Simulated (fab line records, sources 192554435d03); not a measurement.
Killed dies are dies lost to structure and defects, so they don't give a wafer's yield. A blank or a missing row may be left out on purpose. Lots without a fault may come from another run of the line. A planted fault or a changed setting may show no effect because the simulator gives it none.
Split-lot experiment | flow n5_finfet | 7 lots, 21 wafers read, on a route of 1938 steps

THE SPLIT
At N5_BEOL_M13_COAT_58 (time 60 s, resist thk 89 nm), the setting spin_rpm was moved away from the recipe's 1500 rpm on 10 of the 21 wafers read, by -4.8% to +7.0%. The other wafers ran this setting at the recipe's value.

FROM THE SPLIT TO THE READING: what the file shows between them, 3 steps
- N5_BEOL_M13_COAT_04: resist thk 400 nm
- N5_BEOL_M13_EBR_06
- N5_BEOL_M13_DESCUM_15: chemistry O2, time 7.9 s

THE READING
etch.depth_nm (the simulator's own value, which no gauge read), in nm, at N5_BEOL_M13_ETCH_59 (etches BARC in N2/H2, target depth 89 nm, overetch 26.7 nm, time 67.9 s). The file gives no usual value for it. The 11 wafers here that ran the recipe average 88.92 nm, standard deviation 0.24 nm.

wafer  | tool, chamber at the split | spin_rpm as run, rpm | against the recipe | etch.depth_nm, nm | against lot-mates on the recipe
L076.3 | litho_track-03, 0          | 1500                 | recipe             | 88.91             | -
L076.4 | litho_track-03, 0          | 1433                 | -4.5%              | 90.64             | +1.73
L076.6 | litho_track-03, 0          | 1433                 | -4.5%              | 90.81             | +1.90
L079.1 | litho_track-01, 0          | 1500                 | recipe             | 88.55             | -
L079.2 | litho_track-01, 0          | 1500                 | recipe             | 88.65             | -
L079.5 | litho_track-01, 0          | 1500                 | recipe             | 88.49             | -
L078.1 | litho_track-05, 0          | 1500                 | recipe             | 89.1              | -
L078.2 | litho_track-05, 0          | 1428                 | -4.8%              | 91.3              | +2.20
L078.5 | litho_track-05, 0          | 1428                 | -4.8%              | 91.18             | +2.08
L081.1 | litho_track-01, 0          | 1605                 | +7.0%              | 86.44             | no lot-mate on the recipe
L081.2 | litho_track-01, 0          | 1605                 | +7.0%              | 86.12             | no lot-mate on the recipe
L081.4 | litho_track-01, 0          | 1605                 | +7.0%              | 86.11             | no lot-mate on the recipe
L084.2 | litho_track-01, 0          | 1500                 | recipe             | 89.28             | -
L084.3 | litho_track-01, 0          | 1500                 | recipe             | 88.99             | -
L084.5 | litho_track-01, 0          | 1500                 | recipe             | 89.04             | -
L082.2 | litho_track-03, 0          | 1440                 | -4.0%              | 90.56             | +1.65
L082.3 | litho_track-03, 0          | 1440                 | -4.0%              | 90.75             | +1.84
L082.5 | litho_track-03, 0          | 1500                 | recipe             | 88.91             | -
L095.2 | litho_track-05, 0          | 1500                 | recipe             | 89.1              | -
L095.3 | litho_track-05, 0          | 1500                 | recipe             | 89.14             | -
L095.5 | litho_track-05, 0          | 1453                 | -3.1%              | 90.77             | +1.65

THE FIT
A straight line over all 21 wafers: etch.depth_nm changes by -0.415 nm for each +1% of spin_rpm; r = -0.99; the points scatter about the line by 0.26 nm.
The same after taking each lot's own level away (the mean of its wafers on the recipe; 18 wafers): -0.436 nm for each +1%; r = -0.99; scatter 0.12 nm.
On that fit, the largest move of spin_rpm shifts the reading by 3 nm.
The lots' own levels span 88.563 to 89.120 nm, that is 2.3 times the standard deviation above.
So the lot-to-lot level changes the slope little: the two slopes agree.
Check: with one of the wafers moved furthest among these (-4.8%) left out of the fit, the line predicts +2.08 nm for it against its lot-mates. It came out at +2.2 nm against them.

OTHER SPLITS ON THESE WAFERS
These wafers also went through other splits before the reading. Each is held against what the fit with the lots' levels taken away leaves over:
other split on the same wafers | wafers away from the commonest value | r with etch.depth_nm (lot level and that fit taken away)
N5_BEOL_M12_ILD_DEP_00 time_s  | 6                                    | -0.07
N5_BEOL_M13_ILD_DEP_00 time_s  | 8                                    | -0.14

THE WHOLE CHAIN: every reading that the file lists as answering this split, in the file's order
step                 | what it does                                                            | reading                                                                          | change (the file's fit)               | r (the file's)
N5_BEOL_M13_COAT_58  | time 60 s, resist thk 89 nm                                             | BARC_of_BEOL_M13_COAT_58.thk_nm (the simulator's own value, which no gauge read) | -0.442 nm for each +1% of the setting | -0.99
N5_BEOL_M13_ETCH_59  | etches BARC in N2/H2, target depth 89 nm, overetch 26.7 nm, time 67.9 s | etch.depth_nm (the simulator's own value, which no gauge read)                   | -0.443 nm for each +1% of the setting | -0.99
N5_BEOL_M13_STRIP_64 | strips in N2/H2                                                         | strip_time_to_endpoint_s                                                         | withheld for each +1% of the setting  | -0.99

THE FILE'S OWN FIT
etch.depth_nm changes by -0.443 nm for each +1% of spin_rpm, r = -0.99.
